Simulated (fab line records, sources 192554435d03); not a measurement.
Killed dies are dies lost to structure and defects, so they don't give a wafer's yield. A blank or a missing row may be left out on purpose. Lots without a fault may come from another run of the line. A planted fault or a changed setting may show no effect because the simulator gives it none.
Which tool did it? | flow n5_finfet | 11 lots, 33 wafers sampled, at 5 steps of a route of 1938

WHAT THE GAUGES READ, wafer by wafer
The record holds no reading of a measuring or inspecting step that can be judged against a usual standard deviation.

WHICH TOOL RAN EACH LOT (tool, then ch and the chambers of the sampled wafers, then the start)
lot  | N5_DUMMY_REMOVAL_PRECLEAN_04       | N5_MIM_TOP_SPUTTER_03        | N5_MIM_TOP_LITHO_DESCUM_10         | N5_PASSIVATION_AL_ETCH_33         | N5_PASSIVATION_PROBE_49
L453 | wet_bench-03 ch 3,4,7, day 4 01:11 | pvd_sputter-01, day 11 21:28 | rie_diel-04 ch 0,1,3, day 11 22:04 | rie_metal-02 ch 0,1, day 12 03:17 | -
L455 | wet_bench-02 ch 0,2,5, day 4 12:08 | pvd_sputter-01, day 12 06:03 | rie_diel-05 ch 0,1,2, day 12 06:32 | rie_metal-02 ch 0,1, day 12 11:47 | -
L456 | wet_bench-02 ch 4,5,6, day 4 19:17 | pvd_sputter-03, day 12 07:25 | rie_diel-05 ch 0,2,3, day 12 08:02 | rie_metal-01 ch 0,1, day 12 12:30 | -
L457 | wet_bench-04 ch 1,6,7, day 5 00:50 | pvd_sputter-03, day 12 18:35 | rie_diel-05 ch 0,1,3, day 12 19:04 | rie_metal-03 ch 0, day 13 00:18   | -
L460 | wet_bench-03 ch 1,2,4, day 5 22:33 | pvd_sputter-02, day 13 07:37 | rie_diel-05 ch 0,1,2, day 13 08:06 | rie_metal-03 ch 0,1, day 13 12:57 | -
L461 | wet_bench-03 ch 2,5,6, day 6 03:48 | pvd_sputter-02, day 13 12:02 | rie_diel-05 ch 2,3, day 13 12:31   | rie_metal-01 ch 0,1, day 13 17:03 | -
L465 | wet_bench-03 ch 0,1,6, day 7 04:00 | pvd_sputter-02, day 15 07:44 | rie_diel-04 ch 1,2, day 15 08:13   | rie_metal-03 ch 0, day 15 18:13   | -
L466 | wet_bench-03 ch 1,3,4, day 7 08:19 | pvd_sputter-03, day 15 02:54 | rie_diel-05 ch 0,1, day 15 03:23   | rie_metal-03 ch 0,1, day 15 10:27 | prober-02, day 15 15:26
L471 | wet_bench-03 ch 0,4,6, day 8 15:34 | pvd_sputter-01, day 16 16:28 | rie_diel-04 ch 0,2, day 16 16:57   | rie_metal-01 ch 0, day 16 21:32   | prober-01, day 17 02:46
L473 | wet_bench-02 ch 0,3,7, day 8 23:16 | pvd_sputter-02, day 16 20:59 | rie_diel-04 ch 0,1,2, day 16 21:50 | rie_metal-02 ch 0,1, day 17 02:59 | -
L476 | wet_bench-04 ch 2,5,7, day 9 16:23 | pvd_sputter-01, day 18 03:50 | rie_diel-02 ch 1,2, day 18 04:26   | rie_metal-01 ch 0,1, day 18 09:32 | -
- N5_DUMMY_REMOVAL_PRECLEAN_04: cleans in DHF, time 37 s.
- N5_MIM_TOP_SPUTTER_03: material TiN, target thk 35 nm, time 89.7 s.
- N5_MIM_TOP_LITHO_DESCUM_10: chemistry O2, time 7.9 s.
- N5_PASSIVATION_AL_ETCH_33: etches Al in Cl2/BCl3, stops on TaN, target depth 2800 nm, time 466.7 s.
- N5_PASSIVATION_PROBE_49

WHAT THE TOOLS THEMSELVES READ (means of the sampled wafers that have a number; where no wafer has one, the mark that the record gives instead)
N5_MIM_TOP_SPUTTER_03. Usual: throttle_valve_pct 29.7 %, standard deviation 1.
lot  | tool           | throttle_valve_pct (%) | flag
L453 | pvd_sputter-01 | 29.3                   |
L455 | pvd_sputter-01 | 30.2                   |
L456 | pvd_sputter-03 | 30.3                   |
L457 | pvd_sputter-03 | 30.0                   |
L460 | pvd_sputter-02 | 30.0                   |
L461 | pvd_sputter-02 | 29.4                   |
L465 | pvd_sputter-02 | 30.1                   |
L466 | pvd_sputter-03 | 29.5                   |
L471 | pvd_sputter-01 | 30.2                   |
L473 | pvd_sputter-02 | 30.0                   |
L476 | pvd_sputter-01 | 29.9                   |

N5_MIM_TOP_LITHO_DESCUM_10. Usual: drypump_motor_current_A 5.4 A, standard deviation 0.39; oes_product_au 0.79 a.u., standard deviation 0.093; rf_fwd_power_W 49.67 W, standard deviation 0.18; rf_vpp_V 243.2 V, standard deviation 1.5; showerhead_plenum_p_Torr 2.09 Torr, standard deviation 0.085; throttle_valve_pct 20.34 %, standard deviation 0.14.
lot  | tool        | drypump_motor_current_A (A) | oes_product_au (a.u.) | rf_fwd_power_W (W) | rf_vpp_V (V) | showerhead_plenum_p_Torr (Torr) | throttle_valve_pct (%) | flag
L453 | rie_diel-04 | 5.6                         | 0.68                  | 49.67              | 242.5        | 2.02                            | 20.48                  |
L455 | rie_diel-05 | 5.5                         | 0.72                  | 49.67              | 242.9        | 2.08                            | 20.31                  |
L456 | rie_diel-05 | 5.5                         | 0.76                  | 49.71              | 244.4        | 2.16                            | 20.25                  |
L457 | rie_diel-05 | 5.4                         | 0.78                  | 49.49              | 242.8        | 2.08                            | 20.24                  |
L460 | rie_diel-05 | 5.4                         | 0.72                  | 49.71              | 243.1        | 2.07                            | 20.33                  |
L461 | rie_diel-05 | 5.8                         | 0.73                  | 49.51              | 243.9        | 2.17                            | 20.40                  |
L465 | rie_diel-04 | 5.0                         | 0.85                  | 49.69              | 242.3        | 2.06                            | 20.41                  |
L466 | rie_diel-05 | 5.3                         | 0.72                  | 49.66              | 242.5        | 2.00                            | 20.34                  |
L471 | rie_diel-04 | 5.2                         | 0.84                  | 49.50              | 241.8        | 2.09                            | 20.34                  |
L473 | rie_diel-04 | 5.3                         | 0.87                  | 49.61              | 244.2        | 2.12                            | 20.29                  |
L476 | rie_diel-02 | 5.3                         | 0.81                  | 49.86              | 242.7        | 2.12                            | 20.33                  |

N5_PASSIVATION_AL_ETCH_33. Usual: drypump_motor_current_A 5.6 A, standard deviation 0.5; oes_product_au 0.72 a.u., standard deviation 0.095; rf_fwd_power_W 898.0 W, standard deviation 2.5; throttle_valve_pct 34.49 %, standard deviation 0.27.
lot  | tool         | drypump_motor_current_A (A) | oes_product_au (a.u.) | rf_fwd_power_W (W) | throttle_valve_pct (%) | flag
L453 | rie_metal-02 | 5.7                         | 0.67                  | 897.5              | 34.54                  |
L455 | rie_metal-02 | 5.7                         | 0.67                  | 896.7              | 34.54                  |
L456 | rie_metal-01 | 5.3                         | 0.79                  | 896.1              | 34.40                  |
L457 | rie_metal-03 | 6.1                         | 0.71                  | 895.6              | 34.98                  |
L460 | rie_metal-03 | 6.0                         | 0.80                  | 900.5              | 34.36                  |
L461 | rie_metal-01 | 5.3                         | 0.76                  | 899.8              | 34.40                  |
L465 | rie_metal-03 | 6.1                         | 0.70                  | 895.8              | 34.95                  |
L466 | rie_metal-03 | 6.0                         | 0.78                  | 897.0              | 34.37                  |
L471 | rie_metal-01 | 4.9                         | 0.80                  | 896.0              | 34.25                  |
L473 | rie_metal-02 | 5.7                         | 0.65                  | 898.2              | 34.54                  |
L476 | rie_metal-01 | 5.6                         | 0.84                  | 898.1              | 34.45                  |

N5_PASSIVATION_PROBE_49. Usual: defect_limited_yield 91.7 %, standard deviation 1.5; killed_at_M0_to_M3 32, standard deviation 9.6; killed_at_M4_up 13, standard deviation 5.3; killed_at_contacts 12, standard deviation 6.8; killed_at_front_end 36, standard deviation 9.8; killed_at_other 4, standard deviation 3.1; killed_dies 98, standard deviation 17; killed_open 65, standard deviation 13; killed_short 32, standard deviation 8.5; sort_bin_5_function 4.9 %, standard deviation 0.93; sort_bin_6_memory 3.2 %, standard deviation 0.67; sort_bin_8_speed 0.00 %, standard deviation 0.02; sort_n_pass 1082, standard deviation 17.
lot  | tool      | defect_limited_yield (%) | killed_at_M0_to_M3 | killed_at_M4_up | killed_at_contacts | killed_at_front_end | killed_at_other | killed_dies | killed_open | killed_short | sort_bin_5_function (%) | sort_bin_6_memory (%) | sort_bin_8_speed (%) | sort_n_pass | flag
L466 | prober-02 | 92.2                     | 27                 | 21              | 3                  | 40                  | 1               | 92          | 62          | 28           | 4.7                     | 2.9                   | 0.00                 | 1088        |
L471 | prober-01 | 88.7                     | 17                 | 9               | 22                 | 82                  | 4               | 133         | 63          | 29           | 6.9                     | 3.7                   | 0.00                 | 1047        | OFF

THE ANSWER, worked out from the rows above alone
Rule: a lot is off if the mean of its wafers that have a number lies more than 3 standard deviations from the usual mean. A lot without any number at a reading at which 4 lots or more have one is off too. The other lots that the step has rows for count as sound. The gauges are gone through in route order, then the tools' own readings, and for those a lot's mean is taken as printed above. The first step at which some lot is off is used, and at that step the reading that is off furthest; a lot without a number counts as furthest.
Off: L471, at N5_PASSIVATION_PROBE_49 (killed_at_front_end). Neither off nor sound, because the step has no rows for them: L453, L455, L456, L457, L460, L461, L465, L473, L476.
A tool fits if, at that step or a process step before it, it ran every lot that is off, and no sound lot after the first of them. Can't be told from this: 5 tools fit, wet_bench-03 at N5_DUMMY_REMOVAL_PRECLEAN_04, pvd_sputter-01 at N5_MIM_TOP_SPUTTER_03, rie_diel-04 at N5_MIM_TOP_LITHO_DESCUM_10, rie_metal-01 at N5_PASSIVATION_AL_ETCH_33, prober-01 at N5_PASSIVATION_PROBE_49.

WHAT THE SIMULATOR HAD PUT IN
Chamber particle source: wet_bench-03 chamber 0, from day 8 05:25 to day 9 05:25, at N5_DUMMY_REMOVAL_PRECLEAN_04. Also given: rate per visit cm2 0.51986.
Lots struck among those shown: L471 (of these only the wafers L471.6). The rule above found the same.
